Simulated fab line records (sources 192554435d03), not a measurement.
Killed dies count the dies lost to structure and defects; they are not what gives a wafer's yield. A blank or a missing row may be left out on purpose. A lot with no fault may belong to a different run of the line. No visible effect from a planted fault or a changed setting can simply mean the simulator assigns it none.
fab line records	flow n5_finfet
[record] lots = 7	wafers = 21
route steps=1938 shown BEOL_M8@1359 BEOL_M9@1401 BEOL_M10@1500 BEOL_M11@1536 BEOL_M13@1680 BEOL_M14@1743
start_h: the number of hours between the record's first day and the start of the first shown wafer of the lot	wait_h: hours elapsed since this lot's preceding step	" same as the row above	L1.1+2: a row that stands for several wafers	- value missing, or start not given	* or withheld: withheld	< > ~ a bound
route shown NAME@n: a module of which the file shows steps, and the number in the route of the first	usual: mean and standard deviation over wafers with no fault	same: alike in all rows	chamber/n: place in a boat	sites: the reading at each site	_std_site: how widely they spread, as a standard deviation	_edge_site: the outer-site mean with the inner-site mean subtracted	radius_mm: for every site, how far away it sits from the centre of the wafer	mask NAME#n: copy n	behind: tool/chamber where the wafer was last shaped	hold: what put the lot on hold/how long, in hours/how the hold closed	device: transistor that didn't switch, given as n, p or np	end of line: tests run on the same wafers once the route is complete	where a step has no rows: the recipe by itself	killed: count of dies lost to structure and defects at first sort (not the wafer's yield)	map: a wafer's dies, x killed, . not, _ none there
set.NAME: setting as actually run; set.NAME@STEP: the setting as run at that earlier step	model.NAME: the simulator's own value behind a step, which no gauge read
lots run with intentionally changed settings; tables by step, rows by wafer
[[steps]]
[step N5_BEOL_M8_COAT_22]
[recipe] resist = CAR-EUV	spin_rpm = 1500	resist_thk_nm = 30
lot.wafer	tool	chamber	start_h	wait_h	set.spin_rpm	model.CAR-EUV_of_BEOL_M8_COAT_22.thk_nm
L077.2+3	litho_track-01	0	-	-	1500	30
L077.4	"	0	"	"	1500	29.8
L084.1	litho_track-04	0	-	-	1500	30
L084.2	"	0	"	"	1412	31
L084.4	"	0	"	"	1412	30.8
L086.2	litho_track-04	0	-	-	1500	30
L086.4+6	"	0	"	"	1379	31.2
L087.1+2	litho_track-01	0	-	-	1572	29.4
L087.6	"	0	"	"	1500	30.2
L093.4+5+6	litho_track-01	0	-	-	1500	30
L096.2	litho_track-04	0	-	-	1500	30
L096.4+6	"	0	"	"	1605	29
L097.1+3+4	litho_track-03	0	-	-	1500	30
[step N5_BEOL_M8_ETCH_65]
[recipe] chemistry = CF4	target = SiARC	target_depth_a = 156	mask_material = CAR-EUV	time_s = 26	ion_energy_ev = 80	pressure_mtorr = 40	source_w = 545	bias_w = 36	Ar_flow_sccm = 100	cf4_flow_sccm = 100	ends = cleared
[usual] rf_vpp_V = 184.3/1
lot.wafer	tool	chamber	start_h	wait_h	set.source_w	rf_vpp_V
L077.2	rie_diel-06	0	208.76	0.0	545	184.9
L077.3	"	2	"	"	545	184.7
L077.4	"	3	"	"	449.7	196.8
L084.1	rie_diel-06	0	264.71	0.0	545	184.7
L084.2	"	3	"	"	545	183.0
L084.4	"	2	"	"	545	183.8
L086.2	rie_diel-06	2	275.39	0.0	545	184.6
L086.4	"	3	"	"	545	183.4
L086.6	"	3	"	"	545	183.1
L087.1	rie_diel-06	3	281.31	0.0	509	187.9
L087.2	"	2	"	"	509	188.9
L087.6	"	1	"	"	545	186.1
L093.4	rie_diel-03	2	326.66	0.0	545	184.3
L093.5	"	2	"	"	545	185.3
L093.6	"	3	"	"	545	183.7
L096.2	rie_diel-06	1	331.17	0.0	545	185.3
L096.4	"	3	"	"	545	185.1
L096.6	"	0	"	"	545	184.5
L097.1	rie_diel-01	2	356.99	0.0	545	183.9
L097.3	"	1	"	"	496.9	190.2
L097.4	"	3	"	"	496.9	188.9
[step N5_BEOL_M9_ILD_DEP_00]
[recipe] material = SiCOH_lowk	target_thk_a = 3085.1	temp_c = 300	precursor = DEMS/porogen	pressure_torr = 5	rf_w = 500	time_s = 58
lot.wafer	tool	chamber	start_h	wait_h	set.time_s	model.SiCOH_lowk_of_BEOL_M9_ILD_DEP_00.thk_nm
L077.2	pecvd-04	2	212.55	0.0	58	306.6
L077.3	"	1	"	"	54.15	286
L077.4	"	1	"	"	54.15	292.6
L084.1	pecvd-01	0	269.74	0.0	58	307.2
L084.2	"	1	"	"	58	304.2
L084.4	"	0	"	"	58	314
L086.2	pecvd-01	1	279.55	0.0	52.54	270
L086.4	"	0	"	"	58	310.6
L086.6	"	1	"	"	58	302.6
L087.1	pecvd-01	2	286.34	0.0	58	303
L087.2	"	0	"	"	49.65	260.4
L087.6	"	2	"	"	49.65	263.6
L093.4	pecvd-04	1	329.31	0.1	58	308.8
L093.5	"	0	"	"	58	305.8
L093.6	"	2	"	"	58	307
L096.2	pecvd-01	2	335.00	0.0	50.72	270
L096.4	"	0	"	"	58	313.2
L096.6	"	1	"	"	58	311
L097.1	pecvd-01	2	360.68	0.0	58	310.6
L097.3	"	0	"	"	58	312.2
L097.4	"	0	"	"	58	311.4
[step N5_BEOL_M9_CURE_71]
[recipe] temp_c = 385	time_s = 240	ambient = He/Ar	material = SiCOH_lowk
lot.wafer	tool	chamber	start_h	wait_h	set.time_s@BEOL_M9_ILD_DEP_00	model.SiCOH_lowk_of_BEOL_M9_ILD_DEP_00.thk_nm
L077.2	uv_cure-03	0	212.79	0.2	58	266.2
L077.3	"	0	"	"	54.15	248.2
L077.4	"	0	"	"	54.15	254
L084.1	uv_cure-03	2	269.84	0.1	58	266.8
L084.2	"	2	"	"	58	264.2
L084.4	"	2	"	"	58	272.8
L086.2	uv_cure-01	2	279.79	0.2	52.54	234
L086.4	"	2	"	"	58	269.8
L086.6	"	2	"	"	58	262.8
L087.1	uv_cure-03	2	286.42	0.0	58	263
L087.2	"	2	"	"	49.65	225.6
L087.6	"	2	"	"	49.65	228.4
L093.4	uv_cure-02	2	329.68	0.3	58	268.4
L093.5	"	2	"	"	58	265.6
L093.6	"	2	"	"	58	266.8
L096.2	uv_cure-01	2	335.24	0.2	50.72	234
L096.4	"	2	"	"	58	272.2
L096.6	"	2	"	"	58	270.2
L097.1	uv_cure-03	0	360.76	0.0	58	269.8
L097.3	"	0	"	"	58	271.2
L097.4	"	0	"	"	58	270.4
[step N5_BEOL_M9_THK_MEAS_01]
[recipe] reads = SiCOH_lowk_of_BEOL_M9_ILD_DEP_00
[usual] M9_ILD_THK = 267/3.9
lot.wafer	tool	chamber	start_h	wait_h	set.time_s@BEOL_M9_ILD_DEP_00	M9_ILD_THK[nm]
L077.2	film_metro-02	-	213.63	0.7	58	266
L077.3	"	-	"	"	54.15	248
L077.4	"	-	"	"	54.15	254
L084.1	film_metro-01	-	270.36	0.4	58	267
L084.2	"	-	"	"	58	264
L084.4	"	-	"	"	58	273
L086.2	film_metro-01	-	280.62	0.7	52.54	234
L086.4	"	-	"	"	58	270
L086.6	"	-	"	"	58	263
L087.1	film_metro-01	-	286.93	0.4	58	263
L087.2	"	-	"	"	49.65	226
L087.6	"	-	"	"	49.65	228
L093.4	film_metro-01	-	329.96	0.2	58	268
L093.5	"	-	"	"	58	266
L093.6	"	-	"	"	58	267
L096.2	film_metro-02	-	336.07	0.7	50.72	234
L096.4	"	-	"	"	58	272
L096.6	"	-	"	"	58	270
L097.1	film_metro-02	-	361.27	0.4	58	270
L097.3	"	-	"	"	58	271
L097.4	"	-	"	"	58	271
[step N5_BEOL_M10_PEB_26]
[recipe] peb_temp_c = withheld	peb_time_s = 60	resist = CAR-ArF
lot.wafer	tool	chamber	start_h	wait_h	set.peb_time_s
L077.2	litho_track-04	0	224.92	0.1	60
L077.3+4	"	0	"	"	73.41
L084.1+4	litho_track-04	0	280.66	0.1	64.1
L084.2	"	0	"	"	60
L086.2	litho_track-01	0	291.28	0.1	51.77
L086.4+6	"	0	"	"	60
L087.1	litho_track-04	0	297.39	0.1	64.55
L087.2+6	"	0	"	"	60
L093.4+5+6	litho_track-01	0	343.30	0.0	60
L096.2+6	litho_track-02	0	347.73	0.1	60
L096.4	"	0	"	"	73.36
L097.1+3+4	litho_track-01	0	373.13	0.1	60
[step N5_BEOL_M10_DEVELOP_27]
[recipe] develop_time_s = 30	developer = TMAH	resist = CAR-ArF	rinse_liquid = diw	dry = air_spin	dev_temp_c = 23
[step N5_BEOL_M10_CD_MEAS_28]
[recipe] target_cd_nm = 70	landing_energy_ev = 500	detector = se_inlens	polarity = opening
[usual] cd_nm = 70.2/1
lot.wafer	tool	chamber	start_h	wait_h	set.peb_time_s@BEOL_M10_PEB_26	cd_nm
L077.2	cd_sem-03	0	224.99	-	60	70.7
L077.3	"	0	"	"	73.41	79.1
L077.4	"	0	"	"	73.41	78.6
L084.1	cd_sem-02	0	280.73	-	64.1	71.5
L084.2	"	0	"	"	60	70.7
L084.4	"	0	"	"	64.1	74.1
L086.2	cd_sem-01	0	291.35	-	51.77	61.3
L086.4	"	0	"	"	60	69.2
L086.6	"	0	"	"	60	69.7
L087.1	cd_sem-02	0	297.46	-	64.55	74.2
L087.2	"	0	"	"	60	70.3
L087.6	"	0	"	"	60	70.0
L093.4	cd_sem-03	0	343.36	-	60	70.8
L093.5	"	0	"	"	60	69.3
L093.6	"	0	"	"	60	70.9
L096.2	cd_sem-02	0	347.79	-	60	71.7
L096.4	"	0	"	"	73.36	80.1
L096.6	"	0	"	"	60	70.2
L097.1	cd_sem-01	0	373.19	-	60	69.9
L097.3	"	0	"	"	60	68.3
L097.4	"	0	"	"	60	69.6
[step N5_BEOL_M11_ILD_DEP_00]
[recipe] material = SiCOH_lowk	target_thk_a = 3085.1	temp_c = 300	precursor = DEMS/porogen	pressure_torr = 5	rf_w = 500	time_s = 58
lot.wafer	tool	chamber	start_h	wait_h	set.time_s	model.SiCOH_lowk_of_BEOL_M11_ILD_DEP_00.thk_nm
L077.2	pecvd-04	2	228.11	0.0	58	301.4
L077.3	"	0	"	"	58	302.4
L077.4	"	0	"	"	52.63	276.6
L084.1	pecvd-03	2	285.70	0.0	58	305.6
L084.2	"	1	"	"	58	302.6
L084.4	"	0	"	"	58	313.8
L086.2	pecvd-04	1	294.28	0.0	51.81	270.4
L086.4	"	2	"	"	51.81	275
L086.6	"	0	"	"	58	305.4
L087.1	pecvd-04	1	302.21	0.0	58	303
L087.2	"	0	"	"	53.55	278.4
L087.6	"	0	"	"	58	308.6
L093.4	pecvd-02	2	349.56	0.1	58	312
L093.5	"	1	"	"	58	307
L093.6	"	0	"	"	58	306
L096.2	pecvd-04	1	351.66	0.0	58	300.2
L096.4	"	0	"	"	53.96	280.8
L096.6	"	1	"	"	58	308.2
L097.1	pecvd-03	0	378.36	0.0	58	310
L097.3	"	2	"	"	61.34	324.4
L097.4	"	1	"	"	58	312.2
[step N5_BEOL_M11_CURE_71]
[recipe] temp_c = 385	time_s = 240	ambient = He/Ar	material = SiCOH_lowk
lot.wafer	tool	chamber	start_h	wait_h	set.time_s@BEOL_M11_ILD_DEP_00	model.SiCOH_lowk_of_BEOL_M11_ILD_DEP_00.thk_nm
L077.2	uv_cure-03	1	228.27	0.1	58	261.6
L077.3	"	1	"	"	58	262.6
L077.4	"	1	"	"	52.63	239.8
L084.1	uv_cure-03	1	285.78	0.0	58	265.4
L084.2	"	1	"	"	58	262.8
L084.4	"	1	"	"	58	272.6
L086.2	uv_cure-03	2	294.44	0.1	51.81	234.4
L086.4	"	2	"	"	51.81	238.4
L086.6	"	2	"	"	58	265.4
L087.1	uv_cure-03	1	302.60	0.4	58	263
L087.2	"	1	"	"	53.55	241.4
L087.6	"	1	"	"	58	268
L093.4	uv_cure-01	2	349.85	0.3	58	271.2
L093.5	"	2	"	"	58	266.8
L093.6	"	2	"	"	58	265.8
L096.2	uv_cure-02	2	352.04	0.4	58	260.8
L096.4	"	2	"	"	53.96	243.4
L096.6	"	2	"	"	58	267.8
L097.1	uv_cure-02	0	378.93	0.5	58	269.4
L097.3	"	0	"	"	61.34	282
L097.4	"	0	"	"	58	271.2
[step N5_BEOL_M11_THK_MEAS_01]
[recipe] reads = SiCOH_lowk_of_BEOL_M11_ILD_DEP_00
[usual] M11_ILD_THK = 267/3.5
lot.wafer	tool	chamber	start_h	wait_h	set.time_s@BEOL_M11_ILD_DEP_00	M11_ILD_THK[nm]
L077.2	film_metro-02	-	228.70	0.4	58	262
L077.3	"	-	"	"	58	263
L077.4	"	-	"	"	52.63	240
L084.1	film_metro-01	-	286.29	0.4	58	265
L084.2	"	-	"	"	58	263
L084.4	"	-	"	"	58	273
L086.2	film_metro-01	-	294.88	0.4	51.81	234
L086.4	"	-	"	"	51.81	238
L086.6	"	-	"	"	58	265
L087.1	film_metro-02	-	303.11	0.4	58	263
L087.2	"	-	"	"	53.55	241
L087.6	"	-	"	"	58	268
L093.4	film_metro-01	-	350.12	0.2	58	271
L093.5	"	-	"	"	58	267
L093.6	"	-	"	"	58	266
L096.2	film_metro-01	-	352.48	0.4	58	261
L096.4	"	-	"	"	53.96	243
L096.6	"	-	"	"	58	268
L097.1	film_metro-02	-	379.44	0.4	58	269
L097.3	"	-	"	"	61.34	282
L097.4	"	-	"	"	58	271
[step N5_BEOL_M11_PECVD_70]
[recipe] material = SiO2	target_thk_a = 200	temp_c = 400	precursor = TEOS/O2	pressure_torr = 5.5	rf_w = 450	teos_flow_sccm = 53.8	gas = O2	flow_sccm = 3000	time_s = 22.7
lot.wafer	tool	chamber	start_h	wait_h	set.temp_c	model.SiO2_of_BEOL_M11_PECVD_70.thk_nm
L077.2+4	pecvd-04	1,0	228.74	0.0	400	19.8
L077.3	"	2	"	"	408.1	18.2
L084.1	pecvd-03	2	286.33	0.0	383.7	22
L084.2	"	0	"	"	400	19.6
L084.4	"	1	"	"	383.7	22.4
L086.2	pecvd-02	2	294.91	0.0	384.4	21.8
L086.4	"	2	"	"	400	20
L086.6	"	0	"	"	384.4	22.2
L087.1	pecvd-04	2	303.15	0.0	406.7	18.6
L087.2	"	1	"	"	400	19.8
L087.6	"	2	"	"	406.7	19.2
L093.4	pecvd-03	0	350.18	0.1	400	20.2
L093.5+6	"	1,2	"	"	400	20.4
L096.2	pecvd-02	1	352.51	0.0	400	19.6
L096.4	"	1	"	"	400	20
L096.6	"	2	"	"	400	20.2
L097.1	pecvd-04	1	379.48	0.0	400	20.2
L097.3	"	0	"	"	400	19.8
L097.4	"	0	"	"	400	20
[step N5_BEOL_M11_HM_DEP_02]
[recipe] material = TiN	target_thk_a = 200	temp_c = 25	chamber_pressure_pa = 0.49996
[step N5_BEOL_M11_COAT_59]
[recipe] resist = SOC	temp_c = 250	time_s = 60	spin_rpm = 1500	resist_thk_nm = 100
[step N5_BEOL_M11_STRIP_77]
[recipe] chemistry = N2/H2	time_s = 10	power_w = 450	temp_c = 40	pressure_mtorr = 20	rf_frequency_hz = 6e+07	bias_power_w = 7	n2_flow_sccm = 200	h2_flow_sccm = 200
[step N5_BEOL_M11_HM_STRIP_39]
[recipe] chemistry = peroxide_tin_strip	material = TiN	target_depth_a = 250	temp_c = 50	time_s = 158
lot.wafer	tool	chamber	start_h	wait_h	set.temp_c@BEOL_M11_PECVD_70	model.SiO2_of_BEOL_M11_PECVD_70.thk_nm
L077.2+4	wet_bench-05	3,5	235.20	0.0	400	19.6
L077.3	"	2	"	"	408.1	18
L084.1	wet_bench-05	7	290.28	0.0	383.7	21.8
L084.2	"	2	"	"	400	19.4
L084.4	"	0	"	"	383.7	22.2
L086.2	wet_bench-04	3	297.96	0.0	384.4	21.6
L086.4	"	6	"	"	400	20
L086.6	"	5	"	"	384.4	22
L087.1	wet_bench-04	5	306.69	0.0	406.7	18.4
L087.2	"	6	"	"	400	19.6
L087.6	"	4	"	"	406.7	19
L093.4	wet_bench-05	5	352.64	0.0	400	20
L093.5	"	0	"	"	400	20.2
L093.6	"	7	"	"	400	20.4
L096.2	wet_bench-06	3	357.01	0.0	400	19.6
L096.4	"	6	"	"	400	19.8
L096.6	"	5	"	"	400	20
L097.1	wet_bench-05	1	382.73	0.0	400	20
L097.3	"	6	"	"	400	19.6
L097.4	"	2	"	"	400	19.8
[step N5_BEOL_M13_COAT_65]
[recipe] resist = SOC	temp_c = 250	time_s = 60	spin_rpm = 1500	resist_thk_nm = 350
lot.wafer	tool	chamber	start_h	wait_h	set.spin_rpm	model.SOC_of_BEOL_M13_COAT_65.thk_nm
L077.2	litho_track-01	0	245.38	0.0	1500	346.4
L077.3	"	0	"	"	1500	348.2
L077.4	"	0	"	"	1376	363.6
L084.1	litho_track-01	0	299.03	0.0	1500	348.4
L084.2	"	0	"	"	1500	349
L084.4	"	0	"	"	1500	348.2
L086.2	litho_track-04	0	306.30	0.0	1500	350.8
L086.4	"	0	"	"	1388	364.6
L086.6	"	0	"	"	1388	363.4
L087.1	litho_track-04	0	317.72	0.0	1500	349.4
L087.2	"	0	"	"	1500	349.6
L087.6	"	0	"	"	1500	348.6
L093.4+5	litho_track-01	0	362.33	0.0	1500	349.2
L093.6	"	0	"	"	1500	348.2
L096.2	litho_track-03	0	366.29	0.0	1500	348.8
L096.4	"	0	"	"	1365	364.4
L096.6	"	0	"	"	1365	367
L097.1	litho_track-04	0	390.78	0.0	1611	338.4
L097.3	"	0	"	"	1500	350.8
L097.4	"	0	"	"	1500	350.4
[step N5_BEOL_M14_PEB_26]
[recipe] peb_temp_c = 130	peb_time_s = 90
lot.wafer	tool	chamber	start_h	wait_h	set.peb_temp_c
L077.2+3+4	litho_track-03	0	251.31	0.0	130
L084.1	litho_track-02	0	303.81	0.1	126.8
L084.2+4	"	0	"	"	130
L086.2+4	litho_track-02	0	311.87	0.0	130
L086.6	"	0	"	"	127.9
L087.1	litho_track-05	0	322.74	0.1	130
L087.2+6	"	0	"	"	128
L093.4+5+6	litho_track-02	0	368.86	0.0	130
L096.2	litho_track-02	0	374.85	0.0	130
L096.4+6	"	0	"	"	131.8
L097.1+3	litho_track-02	0	396.77	0.1	130
L097.4	"	0	"	"	127.4
[step N5_BEOL_M14_DEVELOP_27]
[recipe] develop_time_s = 45	rinse_liquid = diw	dry = air_spin	dev_temp_c = 21
[step N5_BEOL_M14_HARDBAKE_32]
[recipe] temp_c = 130	time_s = 120
[step N5_BEOL_M14_CD_MEAS_28]
[recipe] target_cd_nm = 284.4	landing_energy_ev = 500	detector = se_inlens
[usual] cd_nm = 284.8/1.9
lot.wafer	tool	chamber	start_h	wait_h	set.peb_temp_c@BEOL_M14_PEB_26	cd_nm
L077.2	cd_sem-01	0	251.43	-	130	286.1
L077.3	"	0	"	"	130	284.8
L077.4	"	0	"	"	130	288.3
L084.1	cd_sem-01	0	303.92	-	126.8	266.7
L084.2	"	0	"	"	130	285.9
L084.4	"	0	"	"	130	285.8
L086.2	cd_sem-01	0	311.99	-	130	285.4
L086.4	"	0	"	"	130	283.4
L086.6	"	0	"	"	127.9	271.6
L087.1	cd_sem-03	0	322.86	-	130	285.2
L087.2	"	0	"	"	128	273.5
L087.6	"	0	"	"	128	275.0
L093.4	cd_sem-02	0	368.98	-	130	282.3
L093.5	"	0	"	"	130	284.3
L093.6	"	0	"	"	130	283.7
L096.2	cd_sem-03	0	374.97	-	130	284.1
L096.4	"	0	"	"	131.8	291.6
L096.6	"	0	"	"	131.8	293.8
L097.1	cd_sem-02	0	396.89	-	130	284.9
L097.3	"	0	"	"	130	281.7
L097.4	"	0	"	"	127.4	270.3
[step N5_BEOL_M14_DESCUM_33]
[recipe] chemistry = O2	time_s = 7.9	source_power_w = 50	bias_power_w = 20	pressure_mtorr = 20	rf_frequency_hz = 2.712e+07	temp_c = 40	o2_flow_sccm = 225
lot.wafer	tool	chamber	start_h	wait_h	set.peb_temp_c@BEOL_M14_PEB_26	model.BEOL_M14.cd_nm
L077.2	rie_diel-03	0	251.52	0.0	130	286
L077.3	"	3	"	"	130	284.8
L077.4	"	2	"	"	130	288
L084.1	rie_diel-03	2	304.07	0.1	126.8	267.2
L084.2+4	"	0,1	"	"	130	285.8
L086.2	rie_diel-01	2	312.10	0.1	130	285.4
L086.4	"	3	"	"	130	283.6
L086.6	"	3	"	"	127.9	271.6
L087.1	rie_diel-01	0	322.99	0.1	130	285
L087.2	"	2	"	"	128	273.6
L087.6	"	1	"	"	128	274.6
L093.4	rie_diel-03	0	369.07	0.0	130	282.4
L093.5	"	1	"	"	130	284.6
L093.6	"	2	"	"	130	283.6
L096.2	rie_diel-06	0	375.06	0.0	130	284.2
L096.4	"	3	"	"	131.8	291.6
L096.6	"	1	"	"	131.8	293.6
L097.1	rie_diel-03	1	396.98	0.0	130	285.4
L097.3	"	3	"	"	130	282.2
L097.4	"	2	"	"	127.4	270.2
[step N5_BEOL_M14_ETCH_67]
[recipe] chemistry = CF4	target = SiARC	target_depth_a = 1430	time_s = 238.3	ion_energy_ev = 80	pressure_mtorr = 40	source_w = 545	bias_w = 36	Ar_flow_sccm = 100	cf4_flow_sccm = 100	ends = cleared
lot.wafer	tool	chamber	start_h	wait_h	set.peb_temp_c@BEOL_M14_PEB_26	model.BEOL_M14.cd_nm
L077.2	rie_diel-03	0	251.55	0.0	130	282
L077.3	"	3	"	"	130	280.2
L077.4	"	2	"	"	130	283.2
L084.1	rie_diel-03	2	304.11	0.0	126.8	262.6
L084.2	"	0	"	"	130	281.8
L084.4	"	1	"	"	130	281.2
L086.2	rie_diel-01	2	312.13	0.0	130	280.6
L086.4	"	3	"	"	130	279.4
L086.6	"	3	"	"	127.9	267.2
L087.1	rie_diel-01	0	323.02	0.0	130	280.4
L087.2	"	2	"	"	128	269.6
L087.6	"	1	"	"	128	269.2
L093.4	rie_diel-03	0	369.10	0.0	130	279
L093.5	"	1	"	"	130	280.6
L093.6	"	2	"	"	130	279.6
L096.2	rie_diel-06	0	375.09	0.0	130	279.2
L096.4	"	3	"	"	131.8	287.2
L096.6	"	1	"	"	131.8	288.4
L097.1	rie_diel-03	1	397.01	0.0	130	282.2
L097.3	"	3	"	"	130	278.4
L097.4	"	2	"	"	127.4	266.2
[step N5_BEOL_M14_ETCH_68]
[recipe] chemistry = N2/H2	target = SOC	mask_material = SiARC	source_w = 3000	bias_w = 350	temp_c = 40	time_s = 450	ion_energy_ev = 200	pressure_mtorr = 30	n2_flow_sccm = 200	h2_flow_sccm = 200
lot.wafer	tool	chamber	start_h	wait_h	set.time_s	set.peb_temp_c@BEOL_M14_PEB_26	model.BEOL_M14.cd_nm	model.SiARC_of_BEOL_M14_COAT_66.thk_nm
L077.2	rie_diel-03	0	251.70	0.1	497.6	130	283.2	60.4
L077.3	"	3	"	"	450	130	278.8	65.2
L077.4	"	2	"	"	497.6	130	283.4	61.4
L084.1	rie_diel-03	2	304.25	0.1	450	126.8	263	65.6
L084.2	"	0	"	"	450	130	281.8	65.6
L084.4	"	1	"	"	499.3	130	280.8	61.6
L086.2	rie_diel-01	2	312.28	0.1	373.4	130	281.6	73
L086.4	"	3	"	"	450	130	280.8	64.8
L086.6	"	3	"	"	450	127.9	268	64
L087.1	rie_diel-01	0	323.17	0.1	402.2	130	283	70.4
L087.2	"	2	"	"	402.2	128	270.8	69.6
L087.6	"	1	"	"	450	128	269.2	65.8
L093.4	rie_diel-03	0	369.25	0.1	450	130	281.2	65.2
L093.5	"	1	"	"	450	130	278	66.2
L093.6	"	2	"	"	450	130	279.4	66.6
L096.2	rie_diel-06	0	375.24	0.1	450	130	278	67.2
L096.4	"	3	"	"	450	131.8	288.6	65.6
L096.6	"	1	"	"	450	131.8	287	65.4
L097.1	rie_diel-03	1	397.16	0.1	450	130	279.8	65.4
L097.3	"	3	"	"	450	130	280.6	64.4
L097.4	"	2	"	"	410.9	127.4	265.6	69.4
[[key]]
[split] step = N5_BEOL_M8_COAT_22	setting = spin_rpm	stated = 1500	by = wafer
[response] step = N5_BEOL_M8_COAT_22	reading = model.CAR-EUV_of_BEOL_M8_COAT_22.thk_nm	change = -0.15	per = 1%	r = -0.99
[split] step = N5_BEOL_M8_ETCH_65	setting = source_w	stated = 545	by = wafer
[response] step = N5_BEOL_M8_ETCH_65	reading = rf_vpp_V	change = -0.645	per = 1%	r = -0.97
[split] step = N5_BEOL_M9_ILD_DEP_00	setting = time_s	stated = 58	by = wafer
[response] step = N5_BEOL_M9_ILD_DEP_00	reading = model.SiCOH_lowk_of_BEOL_M9_ILD_DEP_00.thk_nm	change = +3.17	per = 1%	r = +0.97
[response] step = N5_BEOL_M9_CURE_71	reading = model.SiCOH_lowk_of_BEOL_M9_ILD_DEP_00.thk_nm	change = +2.79	per = 1%	r = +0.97
[response] step = N5_BEOL_M9_THK_MEAS_01	reading = M9_ILD_THK	change = +2.8	per = 1%	r = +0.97
[split] step = N5_BEOL_M10_PEB_26	setting = peb_time_s	stated = 60	by = wafer
[response] step = N5_BEOL_M10_CD_MEAS_28	reading = cd_nm	change = +0.422	per = 1%	r = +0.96
[split] step = N5_BEOL_M11_ILD_DEP_00	setting = time_s	stated = 58	by = wafer
[response] step = N5_BEOL_M11_ILD_DEP_00	reading = model.SiCOH_lowk_of_BEOL_M11_ILD_DEP_00.thk_nm	change = +3.04	per = 1%	r = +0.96
[response] step = N5_BEOL_M11_CURE_71	reading = model.SiCOH_lowk_of_BEOL_M11_ILD_DEP_00.thk_nm	change = +2.69	per = 1%	r = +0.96
[response] step = N5_BEOL_M11_THK_MEAS_01	reading = M11_ILD_THK	change = +2.69	per = 1%	r = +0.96
[split] step = N5_BEOL_M11_PECVD_70	setting = temp_c	stated = 400	by = wafer
[response] step = N5_BEOL_M11_PECVD_70	reading = model.SiO2_of_BEOL_M11_PECVD_70.thk_nm	change = -0.598	per = 1%	r = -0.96
[response] step = N5_BEOL_M11_HM_STRIP_39	reading = model.SiO2_of_BEOL_M11_PECVD_70.thk_nm	change = -0.578	per = 1%	r = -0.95
[split] step = N5_BEOL_M13_COAT_65	setting = spin_rpm	stated = 1500	by = wafer
[response] step = N5_BEOL_M13_COAT_65	reading = model.SOC_of_BEOL_M13_COAT_65.thk_nm	change = -1.83	per = 1%	r = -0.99
[split] step = N5_BEOL_M14_PEB_26	setting = peb_temp_c	stated = 130	by = wafer
[response] step = N5_BEOL_M14_CD_MEAS_28	reading = cd_nm	change = +7.24	per = 1%	r = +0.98
[response] step = N5_BEOL_M14_DESCUM_33	reading = model.BEOL_M14.cd_nm	change = +7.21	per = 1%	r = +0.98
[response] step = N5_BEOL_M14_ETCH_67	reading = model.BEOL_M14.cd_nm	change = +7.33	per = 1%	r = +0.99
[response] step = N5_BEOL_M14_ETCH_68	reading = model.BEOL_M14.cd_nm	change = +7.62	per = 1%	r = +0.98
[split] step = N5_BEOL_M14_ETCH_68	setting = time_s	stated = 450	by = wafer
[response] step = N5_BEOL_M14_ETCH_68	reading = model.SiARC_of_BEOL_M14_COAT_66.thk_nm	change = -0.45	per = 1%	r = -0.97
